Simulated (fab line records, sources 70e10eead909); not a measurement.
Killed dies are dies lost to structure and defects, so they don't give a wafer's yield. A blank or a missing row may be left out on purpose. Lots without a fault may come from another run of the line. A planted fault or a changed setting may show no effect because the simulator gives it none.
A struck lot beside a sound one | flow nand_harc | 14 steps out of a route of 1159
Sound: wafers L423.3, L423.4, L423.5. Struck: wafer L443.6. (L443.2, L443.3 of the same lot were not struck and are left out.) The cause comes at the end.
At each step with rows: each side's tool, then ch and its chambers, then its first start. Under that, the readings that differ: sound wafers | struck wafers | difference of the means | sigmas: that difference in standard deviations of wafers without a fault.
alike: readings whose means differ by less than 2 such deviations, and words and numbers that are the same on both sides. not compared: withheld readings, readings that some wafer has no value for, bounds like >300 that may hide the same value, and numbers for which the record gives no deviation and whose values overlap.
The two part at a step that has a row with sigmas, a row that says differs or no value, or rows on one side only. Numbers that don't overlap but have no deviation are shown without sigmas and don't part them. A reading that every wafer of one side lacks parts them only if that side has two wafers or more.

first, 2 steps without rows for these wafers: NHARC_A_SOURCE_PLATE_SRD_01; NHARC_A_SOURCE_PLATE_OXIDE_02 (material SiO2, target thk 10 nm, ox time 1362 s).
NHARC_A_SOURCE_PLATE_THK_MEAS_09: measures by ellipsometry.
  sound on film_metro-01, day 7 16:20; struck on film_metro-01, day 12 17:59
  alike: thk_nm
then, 3 steps without rows for these wafers: NHARC_A_SOURCE_PLATE_PVD_04 (deposits WSi2, target thk 50 nm); NHARC_A_SOURCE_PLATE_CVD_03 (deposits poly-Si, target thk 200 nm, time 4000 s); NHARC_A_SOURCE_PLATE_ANNEAL_05 (time 1800 s).
NHARC_A_SOURCE_PLATE_THK_MEAS_06: measures by ellipsometry.
  sound on film_metro-02, day 8 05:34; struck on film_metro-02, day 13 07:06
  alike: thk_nm
NHARC_A_SOURCE_PLATE_INSPECT_08:
  sound on defect_inspect-02, day 8 05:38; struck on defect_inspect-02, day 13 07:10
  alike: raw_defect_count
then, 1 step without rows for these wafers: NHARC_A_ONON_D1_DEP_00 (target thk 1000 nm).
NHARC_A_ONON_D1_THK_MEAS_02: measures by ellipsometry.
  sound on film_metro-02, day 8 06:12; struck on film_metro-02, day 13 07:58
  alike: thk_nm
NHARC_A_ONON_D1_DEP_03: target thk 1000 nm.
  sound on pecvd_onon-03 ch 0, day 8 06:23; struck on pecvd_onon-04 ch 0, day 13 08:33
NHARC_A_ONON_D1_THK_MEAS_05: measures by ellipsometry.
  sound on film_metro-01, day 8 06:47; struck on film_metro-01, day 13 09:00
  reading     | sound          | struck | difference | sigmas
  thk_nm (nm) | 1014 1013 1014 | 683    | -331       | -37
then, 1 step without rows for these wafers: NHARC_A_ONON_D1_DEP_06 (target thk 1000 nm).
-- the record jumps here: 12 days lie between the struck wafers' starts before and after (it left off in module A_ONON_D1 and takes up again in module END, whose first step shown is number 1159 of the route) --
NHARC_END_SORT_01:
  the record has rows for the struck wafers here (prober-02 ch 0, day 25 03:14) and none for the sound ones

WHERE THEY PART
First at NHARC_A_ONON_D1_THK_MEAS_05; last, within this record, at NHARC_END_SORT_01.

WHY: what the simulator had put in
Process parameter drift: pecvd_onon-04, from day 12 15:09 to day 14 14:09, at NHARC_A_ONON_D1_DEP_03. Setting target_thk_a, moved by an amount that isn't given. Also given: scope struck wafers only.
